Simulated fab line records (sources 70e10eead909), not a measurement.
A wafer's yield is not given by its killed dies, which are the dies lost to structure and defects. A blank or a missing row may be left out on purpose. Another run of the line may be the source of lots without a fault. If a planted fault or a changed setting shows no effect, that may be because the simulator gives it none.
fab line records + flow nand-harc
record
- lots=12
- wafers=36
- last-day=34
route steps=1302 shown A_CHANNEL_HOLE_D2@598 A_CHANNEL_FILL_D2@616 END@1302
lots that met no fault: from a run of the same line without faults
start-h: hours from the record's first day to the start of the lot's first wafer shown + wait-h: hours elapsed since this lot's preceding step + " unchanged from the row above + L1.1+2: a single row standing in for several wafers + - value missing, or start not given + * or withheld: withheld + < > ~ a bound
route shown NAME@n: a module of which the file shows steps, and the number in the route of the first + usual: average and standard deviation across the fault-free wafers + same: alike in all rows + chamber/n: place in a boat + sites: each site's reading + _std_site: the values' standard deviation + _edge_site: the outer-site mean with the inner-site mean subtracted + radius-mm: how far each site lies from the wafer's centre + mask NAME#n: copy n + behind: the most recent tool/chamber to have shaped the wafer + hold: why the lot was held/for how many hours/how that ended + device: the n, p or np transistor that did not switch + end of line: at the end of the route, the tests of the same wafers + a step with no rows: only its recipe + killed: count of dies lost to structure and defects at first sort (not the wafer's yield) + map: dies across one wafer; x = killed, . = not, _ = none there
set.NAME: the setting the step ran with; set.NAME@STEP: the setting that earlier step ran with + model.NAME: the simulator's own value behind a step, which no gauge read
the route's steps for a sample of lots (tables are steps, rows are wafers)
services: from which hour (start-h, from the record's first day; less than 0 if before it) a tool's chamber was out of use, for how many hours, and why
## steps
# step NHARC_A_CHANNEL_HOLE_D2_ETCH_26
# recipe
- bias-v=300
- source-w=2000
- pressure-mtorr=30
- time-s=224.1
- ar-flow-sccm=375
- c4f8-flow-sccm=11.4
- o2-flow-sccm=113.6
- temp-c=-20
- target-depth-a=3000
- chemistry=C4F8/O2/Ar
# usual
- bias-v=300/3.3
- drypump-motor-current-A=5.5/0.45
- showerhead-plenum-p-Torr=3.74/0.15
- throttle-valve-pct=24.584/0.0088
| lot.wafer | tool        | chamber | start-h | wait-h | bias-v | drypump-motor-current-A | rf-hours-counter-h | showerhead-plenum-p-Torr | throttle-valve-pct |
|-----------|-------------|---------|---------|--------|--------|-------------------------|--------------------|--------------------------|--------------------|
| L710.1    | har-etch-02 | 1       | 287.11  | 0.7    | 300    | 6.1                     | 362                | 3.65                     | 24.587             |
| L710.2    | "           | 0       | "       | "      | 303    | 4.9                     | 362                | 3.61                     | 24.577             |
| L710.3    | "           | 0       | "       | "      | 299    | 4.9                     | -                  | 3.61                     | 24.579             |
| L711.2    | har-etch-01 | 1       | 313.03  | 0.6    | 305    | 5.2                     | 149                | 3.74                     | 24.575             |
| L711.3    | "           | 0       | "       | "      | 296    | 5.7                     | -                  | 3.67                     | 24.592             |
| L711.6    | "           | 1       | "       | "      | 303    | 5.2                     | -                  | 3.74                     | 24.595             |
| L714.3    | har-etch-02 | 0       | 328.48  | 0.5    | 300    | 4.9                     | -                  | 3.60                     | 24.577             |
| L714.5    | "           | 0       | "       | "      | 299    | 4.9                     | -                  | 3.60                     | 24.578             |
| L714.6    | "           | 1       | "       | "      | 299    | 6.1                     | -                  | 3.64                     | 24.590             |
| L717.2    | har-etch-02 | 0       | 356.30  | 0.6    | 297    | 4.9                     | 401                | 3.59                     | 24.586             |
| L717.4    | "           | 1       | "       | "      | 301    | 6.1                     | -                  | 3.63                     | 24.574             |
| L717.3    | "           | 0       | "       | "      | 303    | 4.9                     | -                  | 3.59                     | 24.586             |
| L720.2    | har-etch-01 | 1       | 382.35  | 0.7    | 299    | 5.2                     | 191                | 3.72                     | 24.590             |
| L720.1    | "           | 0       | "       | "      | 296    | 5.6                     | 191                | 3.65                     | 24.585             |
| L720.6    | "           | 0       | "       | "      | 296    | 5.7                     | -                  | 3.65                     | 24.588             |
| L718.2    | har-etch-01 | 1       | 386.55  | 0.6    | 295    | 5.2                     | 195                | 3.71                     | 24.580             |
| L718.3    | "           | 0       | "       | "      | 299    | 5.6                     | -                  | 3.65                     | 24.585             |
| L718.5    | "           | 1       | "       | "      | 292    | 5.2                     | -                  | 3.71                     | 24.585             |
| L719.2    | har-etch-02 | 0       | 398.25  | 0.7    | 301    | 4.9                     | 4                  | 3.99                     | 24.586             |
| L719.1    | "           | 1       | "       | "      | 295    | 6.1                     | 4                  | 3.99                     | 24.582             |
| L719.4    | "           | 1       | "       | "      | 301    | 6.1                     | -                  | 3.99                     | 24.593             |
| L727.1    | har-etch-02 | 0       | 458.51  | 0.7    | 298    | 4.9                     | 38                 | 3.97                     | 24.581             |
| L727.2    | "           | 1       | "       | "      | 296    | 6.1                     | 38                 | 3.97                     | 24.576             |
| L727.6    | "           | 0       | "       | "      | 300    | 4.9                     | -                  | 3.97                     | 24.584             |
| L728.2    | har-etch-02 | 0       | 481.33  | 0.7    | 303    | 4.9                     | 49                 | 3.96                     | 24.580             |
| L728.6    | "           | 0       | "       | "      | 304    | 4.9                     | -                  | 3.96                     | 24.572             |
| L728.5    | "           | 1       | "       | "      | 300    | 6.1                     | -                  | 3.96                     | 24.582             |
| L729.1    | har-etch-01 | 1       | 492.42  | 0.7    | 307    | 5.2                     | 264                | 3.68                     | 24.581             |
| L729.4    | "           | 0       | "       | "      | 302    | 5.7                     | -                  | 3.61                     | 24.582             |
| L729.5    | "           | 1       | "       | "      | 303    | 5.2                     | -                  | 3.68                     | 24.574             |
| L732.4    | har-etch-01 | 1       | 522.42  | 0.5    | 303    | 5.2                     | -                  | 3.67                     | 24.587             |
| L732.6    | "           | 1       | "       | "      | 302    | 5.2                     | -                  | 3.67                     | 24.578             |
| L732.5    | "           | 0       | "       | "      | 298    | 5.7                     | -                  | 3.60                     | 24.579             |
| L733.2    | har-etch-02 | 1       | 535.89  | 0.7    | 300    | 6.1                     | 80                 | 3.94                     | 24.582             |
| L733.1    | "           | 0       | "       | "      | 298    | 4.9                     | 80                 | 3.94                     | 24.576             |
| L733.4    | "           | 0       | "       | "      | 300    | 5.0                     | -                  | 3.94                     | 24.561             |
# step NHARC_A_CHANNEL_HOLE_D2_ETCH_44
# recipe
- target-depth-a=1400
- overetch-a=140
- time-s=77
- ion-energy-ev=100
- cf4-flow-sccm=80
- o2-flow-sccm=20
- ar-flow-sccm=0
- rf-w=300
- bias-w=100
- chemistry=CF4/O2
# usual
- drypump-motor-current-A=5.8/0.36
- oes-product-au=0.999/0.008
- rf-vpp-V=198.0/1.2
- showerhead-plenum-p-Torr=1.35/0.044
- throttle-valve-pct=13.397/0.0094
| lot.wafer | tool        | chamber | start-h | wait-h | drypump-motor-current-A | oes-product-au | rf-hours-counter-h | rf-vpp-V | showerhead-plenum-p-Torr | throttle-valve-pct |
|-----------|-------------|---------|---------|--------|-------------------------|----------------|--------------------|----------|--------------------------|--------------------|
| L710.3    | rie-diel-01 | 2       | 288.06  | 0.1    | 5.4                     | 0.989          | 3.7                | 197.6    | 1.32                     | 13.416             |
| L710.1    | "           | 0       | "       | "      | 5.5                     | 1.001          | 4.2                | 198.6    | 1.35                     | 13.392             |
| L710.2    | "           | 1       | "       | "      | 5.9                     | 1.004          | 3.0                | 198.5    | 1.35                     | 13.394             |
| L711.2    | rie-diel-01 | 1       | 313.96  | 0.1    | 6.0                     | 1.004          | 4.9                | 198.8    | 1.35                     | 13.396             |
| L711.3    | "           | 2       | "       | "      | 5.4                     | 0.992          | 5.1                | 198.8    | 1.32                     | 13.402             |
| L711.6    | "           | 0       | "       | "      | 5.5                     | 1.011          | -                  | 197.9    | 1.35                     | 13.392             |
| L714.3    | rie-diel-07 | 2       | 329.38  | 0.1    | 5.7                     | 1.004          | 2.4                | 199.8    | 1.42                     | 13.374             |
| L714.6    | "           | 3       | "       | "      | 5.4                     | 1.002          | -                  | 198.6    | 1.35                     | 13.401             |
| L714.5    | "           | 0       | "       | "      | 5.4                     | 1.003          | -                  | 196.1    | 1.28                     | 13.384             |
| L717.4    | rie-diel-07 | 0       | 357.21  | 0.1    | 5.4                     | 0.991          | 4.7                | 196.3    | 1.28                     | 13.407             |
| L717.2    | "           | 1       | "       | "      | 6.5                     | 0.992          | 4.9                | 197.1    | 1.29                     | 13.411             |
| L717.3    | "           | 2       | "       | "      | 5.7                     | 0.998          | 4.5                | 199.9    | 1.42                     | 13.384             |
| L720.1    | rie-diel-07 | 1       | 383.30  | 0.0    | 6.4                     | 0.987          | 6.8                | 197.8    | 1.29                     | 13.410             |
| L720.2    | "           | 2       | "       | "      | 5.7                     | 0.994          | 5.9                | 200.1    | 1.42                     | 13.395             |
| L720.6    | "           | 1       | "       | "      | 6.4                     | 0.984          | -                  | 198.8    | 1.29                     | 13.399             |
| L718.2    | rie-diel-06 | 2       | 387.46  | 0.1    | 5.9                     | 0.993          | 4.5                | 198.8    | 1.34                     | 13.383             |
| L718.3    | "           | 0       | "       | "      | 5.7                     | 1.001          | 4.0                | 198.4    | 1.40                     | 13.394             |
| L718.5    | "           | 3       | "       | "      | 6.0                     | 0.993          | -                  | 197.7    | 1.34                     | 13.386             |
| L719.1    | rie-diel-01 | 3       | 399.23  | 0.1    | 6.3                     | 1.006          | 0.7                | 198.6    | 1.37                     | 13.399             |
| L719.2    | "           | 0       | "       | "      | 5.5                     | 1.004          | 1.2                | 198.3    | 1.35                     | 13.402             |
| L719.4    | "           | 1       | "       | "      | 6.0                     | 1.013          | -                  | 198.7    | 1.35                     | 13.400             |
| L727.1    | rie-diel-01 | 0       | 459.46  | 0.1    | 5.5                     | 1.003          | 4.6                | 197.7    | 1.35                     | 13.398             |
| L727.2    | "           | 1       | "       | "      | 6.0                     | 1.009          | 4.2                | 197.5    | 1.35                     | 13.405             |
| L727.6    | "           | 0       | "       | "      | 5.5                     | 1.002          | -                  | 198.1    | 1.35                     | 13.410             |
| L728.2    | rie-diel-07 | 0       | 482.27  | 0.1    | 5.4                     | 0.998          | 0.0                | 196.5    | 1.28                     | 13.400             |
| L728.5    | "           | 0       | "       | "      | 5.4                     | 0.997          | -                  | 198.5    | 1.28                     | 13.400             |
| L728.6    | "           | 1       | "       | "      | 6.5                     | 1.004          | -                  | 196.0    | 1.29                     | 13.383             |
| L729.4    | rie-diel-01 | 1       | 493.38  | 0.1    | 6.0                     | 1.005          | 7.0                | 197.4    | 1.35                     | 13.396             |
| L729.1    | "           | 2       | "       | "      | 5.4                     | 0.998          | 5.9                | 197.5    | 1.32                     | 13.401             |
| L729.5    | "           | 0       | "       | "      | 5.5                     | 1.002          | -                  | 198.4    | 1.35                     | 13.383             |
| L732.4    | rie-diel-06 | 3       | 523.32  | 0.1    | 6.0                     | 0.996          | 1.5                | 199.6    | 1.33                     | 13.390             |
| L732.6    | "           | 1       | "       | "      | 5.9                     | 0.993          | -                  | 198.9    | 1.39                     | 13.394             |
| L732.5    | "           | 2       | "       | "      | 5.9                     | 0.989          | -                  | 198.1    | 1.34                     | 13.390             |
| L733.1    | rie-diel-07 | 1       | 536.83  | 0.1    | 6.4                     | 0.999          | 3.2                | 196.8    | 1.29                     | 13.391             |
| L733.2    | "           | 2       | "       | "      | 5.7                     | 1.007          | 3.7                | 198.8    | 1.42                     | 13.390             |
| L733.4    | "           | 0       | "       | "      | 5.4                     | 0.993          | 3.2                | 197.2    | 1.28                     | 13.392             |
# step NHARC_A_CHANNEL_HOLE_D2_STRIP_28
# recipe
- o2-flow-sccm=500
- ar-flow-sccm=0
- bias-w=0
- chemistry=O2
# usual
- drypump-motor-current-A=5.8/0.36
- oes-product-au=0.999/0.0077
- rf-vpp-V=58.0/0.92
- showerhead-plenum-p-Torr=3.56/0.11
- throttle-valve-pct=17.036/0.0092
| lot.wafer | tool        | chamber | start-h | wait-h | drypump-motor-current-A | oes-product-au | rf-hours-counter-h | rf-vpp-V | showerhead-plenum-p-Torr | throttle-valve-pct |
|-----------|-------------|---------|---------|--------|-------------------------|----------------|--------------------|----------|--------------------------|--------------------|
| L710.3    | rie-diel-01 | 2       | -       | -      | 5.4                     | 0.998          | 3.8                | 58.5     | 3.50                     | 17.037             |
| L710.1    | "           | 3       | "       | "      | 6.3                     | 1.014          | 5.0                | 58.9     | 3.62                     | 17.036             |
| L710.2    | "           | 1       | "       | "      | 6.0                     | 1.010          | 3.1                | 58.1     | 3.56                     | 17.030             |
| L711.3    | rie-diel-01 | 1       | -       | -      | 5.9                     | 1.001          | 5.0                | 57.4     | 3.56                     | 17.023             |
| L711.2    | "           | 2       | "       | "      | 5.4                     | 1.001          | 5.1                | 57.9     | 3.50                     | 17.036             |
| L711.6    | "           | 0       | "       | "      | 5.5                     | 0.986          | -                  | 57.8     | 3.57                     | 17.029             |
| L714.3    | rie-diel-07 | 0       | -       | -      | 5.4                     | 0.992          | 2.4                | 56.7     | 3.38                     | 17.048             |
| L714.5    | "           | 0       | "       | "      | 5.4                     | 0.991          | -                  | 56.9     | 3.38                     | 17.052             |
| L714.6    | "           | 1       | "       | "      | 6.5                     | 0.991          | -                  | 58.4     | 3.42                     | 17.021             |
| L717.4    | rie-diel-07 | 3       | -       | -      | 5.4                     | 1.000          | 2.4                | 59.2     | 3.57                     | 17.042             |
| L717.2    | "           | 0       | "       | "      | 5.4                     | 0.999          | 4.8                | 59.0     | 3.38                     | 17.033             |
| L717.3    | "           | 1       | "       | "      | 6.5                     | 0.997          | 4.9                | 57.2     | 3.42                     | 17.024             |
| L720.2    | rie-diel-07 | 0       | -       | -      | 5.4                     | 0.997          | 6.9                | 56.6     | 3.38                     | 17.033             |
| L720.1    | "           | 1       | "       | "      | 6.5                     | 1.003          | 6.9                | 56.3     | 3.42                     | 17.034             |
| L720.6    | "           | 2       | "       | "      | 5.7                     | 1.002          | -                  | 58.1     | 3.74                     | 17.044             |
| L718.2    | rie-diel-06 | 0       | -       | -      | 5.7                     | 0.997          | 4.1                | 58.3     | 3.69                     | 17.026             |
| L718.3    | "           | 2       | "       | "      | 5.9                     | 1.021          | 4.6                | 56.4     | 3.54                     | 17.028             |
| L718.5    | "           | 0       | "       | "      | 5.7                     | 1.004          | -                  | 60.1     | 3.69                     | 17.014             |
| L719.2    | rie-diel-01 | 1       | -       | -      | 6.0                     | 1.009          | 1.3                | 59.1     | 3.56                     | 17.037             |
| L719.1    | "           | 0       | "       | "      | 5.5                     | 1.000          | 1.3                | 56.1     | 3.57                     | 17.047             |
| L719.4    | "           | 3       | "       | "      | 6.3                     | 1.001          | -                  | 59.1     | 3.62                     | 17.036             |
| L727.1    | rie-diel-01 | 3       | -       | -      | 6.3                     | 0.997          | 3.8                | 58.3     | 3.62                     | 17.036             |
| L727.2    | "           | 0       | "       | "      | 5.5                     | 0.992          | 4.7                | 58.0     | 3.57                     | 17.032             |
| L727.6    | "           | 2       | "       | "      | 5.4                     | 0.998          | -                  | 56.8     | 3.49                     | 17.033             |
| L728.2    | rie-diel-07 | 0       | -       | -      | 5.4                     | 0.997          | 0.1                | 58.0     | 3.38                     | 17.025             |
| L728.5    | "           | 1       | "       | "      | 6.4                     | 0.996          | -                  | 58.2     | 3.42                     | 17.031             |
| L728.6    | "           | 2       | "       | "      | 5.7                     | 1.012          | -                  | 58.1     | 3.74                     | 17.031             |
| L729.1    | rie-diel-01 | 0       | -       | -      | 5.5                     | 0.997          | 7.1                | 59.7     | 3.57                     | 17.050             |
| L729.4    | "           | 3       | "       | "      | 6.3                     | 0.998          | 6.2                | 58.8     | 3.61                     | 17.044             |
| L729.5    | "           | 1       | "       | "      | 5.9                     | 0.999          | -                  | 58.9     | 3.56                     | 17.023             |
| L732.4    | rie-diel-06 | 2       | -       | -      | 5.9                     | 0.980          | 1.3                | 59.4     | 3.53                     | 17.042             |
| L732.6    | "           | 3       | "       | "      | 6.0                     | 0.985          | -                  | 58.8     | 3.53                     | 17.039             |
| L732.5    | "           | 0       | "       | "      | 5.7                     | 0.996          | -                  | 59.8     | 3.69                     | 17.035             |
| L733.4    | rie-diel-07 | 1       | -       | -      | 6.5                     | 1.001          | 3.3                | 58.1     | 3.42                     | 17.051             |
| L733.1    | "           | 2       | "       | "      | 5.7                     | 1.009          | 3.8                | 58.7     | 3.74                     | 17.038             |
| L733.2    | "           | 3       | "       | "      | 5.4                     | 1.019          | 3.7                | 57.5     | 3.57                     | 17.025             |
# step NHARC_A_CHANNEL_FILL_D2_ALD_16
# recipe
- target-thk-a=15
- pulse-time-s=10
- ald-cycles=15
- temp-c=300
- material=SiO2
# usual
- ald-cycles=15/0
- heater-power-w=454/51
- precursor-pulse-height-rel=1.000/0.023
| lot.wafer | tool      | chamber | start-h | wait-h | ald-cycles | heater-power-w | precursor-pulse-height-rel |
|-----------|-----------|---------|---------|--------|------------|----------------|----------------------------|
| L710.1    | ald-hk-02 | 2       | 300.86  | 0.0    | 15         | 512            | 1.000                      |
| L710.3    | "         | 3       | "       | "      | 15         | 480            | 1.016                      |
| L710.2    | "         | 0       | "       | "      | 15         | 515            | 0.998                      |
| L711.3    | ald-hk-03 | 0       | 331.26  | 0.0    | 15         | 459            | 0.995                      |
| L711.2    | "         | 1       | "       | "      | 15         | 353            | 1.037                      |
| L711.6    | "         | 0       | "       | "      | 15         | 465            | 0.991                      |
| L714.3    | ald-hk-03 | 0       | 342.80  | 0.1    | 15         | 460            | 0.959                      |
| L714.5    | "         | 2       | "       | "      | 15         | 422            | 1.053                      |
| L714.6    | "         | 3       | "       | "      | 15         | 458            | 0.983                      |
| L717.2    | ald-hk-02 | 0       | 371.77  | 1.1    | 15         | 522            | 1.033                      |
| L717.3    | "         | 1       | "       | "      | 15         | 442            | 1.006                      |
| L717.4    | "         | 3       | "       | "      | 15         | 471            | 0.980                      |
| L720.2    | ald-hk-02 | 2       | 396.68  | 0.1    | 15         | 552            | 0.987                      |
| L720.1    | "         | 0       | "       | "      | 15         | 542            | 1.017                      |
| L720.6    | "         | 3       | "       | "      | 15         | 463            | 0.980                      |
| L718.3    | ald-hk-03 | 1       | 400.84  | 0.0    | 15         | 352            | 1.045                      |
| L718.2    | "         | 3       | "       | "      | 15         | 443            | 1.012                      |
| L718.5    | "         | 2       | "       | "      | 15         | 405            | 1.006                      |
| L719.1    | ald-hk-03 | 0       | 412.87  | 0.1    | 15         | 414            | 0.987                      |
| L719.4    | "         | 1       | "       | "      | 15         | 356            | 0.975                      |
| L719.2    | "         | 2       | "       | "      | 15         | 400            | 1.005                      |
| L727.2    | ald-hk-03 | 3       | 472.42  | 0.1    | 15         | 460            | 0.979                      |
| L727.1    | "         | 0       | "       | "      | 15         | 421            | 0.985                      |
| L727.6    | "         | 2       | "       | "      | 18         | 389            | 1.003                      |
| L728.2    | ald-hk-03 | 2       | 497.32  | 1.7    | 15         | 388            | 0.989                      |
| L728.5    | "         | 2       | "       | "      | 15         | 401            | 1.009                      |
| L728.6    | "         | 3       | "       | "      | 18         | 461            | 0.990                      |
| L729.4    | ald-hk-02 | 2       | 509.46  | 0.1    | 15         | 543            | 0.967                      |
| L729.1    | "         | 0       | "       | "      | 15         | 534            | 0.972                      |
| L729.5    | "         | 1       | "       | "      | 15         | 457            | 1.050                      |
| L732.4    | ald-hk-02 | 2       | 537.19  | 0.1    | 15         | 517            | 0.991                      |
| L732.6    | "         | 1       | "       | "      | 15         | 449            | 0.980                      |
| L732.5    | "         | 2       | "       | "      | 15         | 515            | 0.979                      |
| L733.1    | ald-hk-04 | 2       | 554.22  | 0.0    | 15         | 405            | 0.994                      |
| L733.4    | "         | 3       | "       | "      | 15         | 480            | 1.033                      |
| L733.2    | "         | 0       | "       | "      | 15         | 441            | 1.034                      |
# step NHARC_END_SORT_01
# recipe
- temp-c=25
# usual
- killed-at-array=63/18
- killed-at-other=1.1/1.3
- killed-at-periphery=4.3/2.8
- killed-dies=68/18
- killed-open=3.3/2
- killed-short=2.4/1.6
# same
- gross-dies=677
| lot.wafer | tool      | chamber | start-h | wait-h | killed-at-array | killed-at-other | killed-at-periphery | killed-dies | killed-open | killed-short |
|-----------|-----------|---------|---------|--------|-----------------|-----------------|---------------------|-------------|-------------|--------------|
| L728.2    | prober-02 | 0       | 775.09  | 2.8    | 54              | 1               | 6                   | 61          | 3           | 6            |
| L728.5    | prober-02 | 0       | 777.51  | 3.7    | 64              | 1               | 3                   | 68          | 5           | 3            |
| L728.6    | prober-02 | 0       | 778.32  | 4.0    | 54              | 0               | 3                   | 57          | 0           | 3            |
# killed by level:class
L728.2 A_CHANNEL_HOLE_D1:chamber-film-flake=32 A_STAIRCASE:chamber-film-flake=6 A_SLIT:chamber-film-flake=5 P_M0:geometric-particle:short=2 A_ONON_D1:geometric-particle:short=2 P_BONDPAD:chamber-film-flake=2 A_DECK1_JOINT:chamber-film-flake=2 A_WL_FILL:chamber-film-flake=2
L728.5 A_CHANNEL_HOLE_D1:chamber-film-flake=36 A_CHANNEL_HOLE_D2:chamber-film-flake=8 A_SLIT:chamber-film-flake=5 A_STAIRCASE:chamber-film-flake=3 A_ONON_D1:geometric-particle:open=2 A_ONON_D1:geometric-particle:short=2 P_BONDPAD:chamber-film-flake=2 A_DECK1_JOINT:chamber-film-flake=2
L728.6 A_CHANNEL_HOLE_D1:chamber-film-flake=31 A_STAIRCASE:chamber-film-flake=6 A_SLIT:chamber-film-flake=6 A_CHANNEL_HOLE_D2:chamber-film-flake=3 A_WL_FILL:chamber-film-flake=3 P_BONDPAD:chamber-film-flake=2 A_CHANNEL_FILL_D1:geometric-particle:short=1 A_DECK1_JOINT:geometric-particle:short=1
## services
| tool        | chamber | start-h | hours | kind   |
|-------------|---------|---------|-------|--------|
| rie-diel-07 | 0       | 269.96  | 5.8   | repair |
| rie-diel-07 | 3       | 278.54  | 36.4  | repair |
| rie-diel-07 | -       | 294.20  | 9.0   | pm     |
| ald-hk-02   | -       | 303.72  | 0.5   | repair |
| rie-diel-06 | -       | 307.23  | 9.0   | pm     |
| rie-diel-01 | 1       | 308.31  | 2.6   | repair |
| rie-diel-01 | 0       | 321.32  | 18.6  | repair |
| rie-diel-06 | -       | 337.70  | 0.9   | repair |
| rie-diel-06 | 2       | 343.02  | 4.8   | repair |
| rie-diel-07 | 3       | 346.56  | 9.8   | repair |
| ald-hk-02   | -       | 348.00  | 10.0  | pm     |
| rie-diel-01 | -       | 358.92  | 0.4   | repair |
| har-etch-02 | -       | 377.50  | 17.0  | pm     |
| rie-diel-01 | -       | 380.80  | 9.0   | pm     |
| ald-hk-03   | -       | 390.00  | 10.0  | pm     |
| rie-diel-01 | 2       | 398.85  | 3.9   | repair |
| rie-diel-07 | 3       | 426.51  | 13.0  | repair |
| rie-diel-07 | -       | 471.20  | 9.0   | pm     |
| ald-hk-03   | -       | 484.09  | 0.6   | repair |
| rie-diel-06 | -       | 484.23  | 9.0   | pm     |
| rie-diel-01 | 3       | 496.51  | 3.5   | repair |
| ald-hk-02   | -       | 526.00  | 10.0  | pm     |
| rie-diel-01 | -       | 526.81  | 0.2   | repair |
| rie-diel-07 | 2       | 549.62  | 7.9   | repair |
## key
first-sign
- step=NHARC_A_CHANNEL_FILL_D2_ALD_16
- reading=ald-cycles
- direction=up
- sigmas=99+
- usual=15
- struck=18
effect none on later readings
met-at NHARC_A_CHANNEL_FILL_D2_ALD_16
struck-lots L727,L728
struck-wafers L727.6,L728.6
tester-left-out L727,L728
not-acting-at NHARC_A_CHANNEL_HOLE_D2_ETCH_26,NHARC_A_CHANNEL_HOLE_D2_ETCH_44,NHARC_A_CHANNEL_HOLE_D2_STRIP_28
onset-between 412.87 472.42
fault
- kind=process-parameter-drift
- tool=ald-hk-03
- chamber=-
- onset-h=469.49
- steps=NHARC_A_CHANNEL_FILL_D2_ALD_16
- channel=ald-cycles
- offset=3
- shape=step
- end-h=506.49
- scope=struck-wafers-only
- acts-in=these-recipes-only
- stated=15
# tester-left-out: of these lots the tester's yield and bins aren't shown, on N5 and GAA mostly nor the transistor test; their killed dies are dies lost to structure and defects alone, not to doping, threshold or leakage, so they don't give the yield
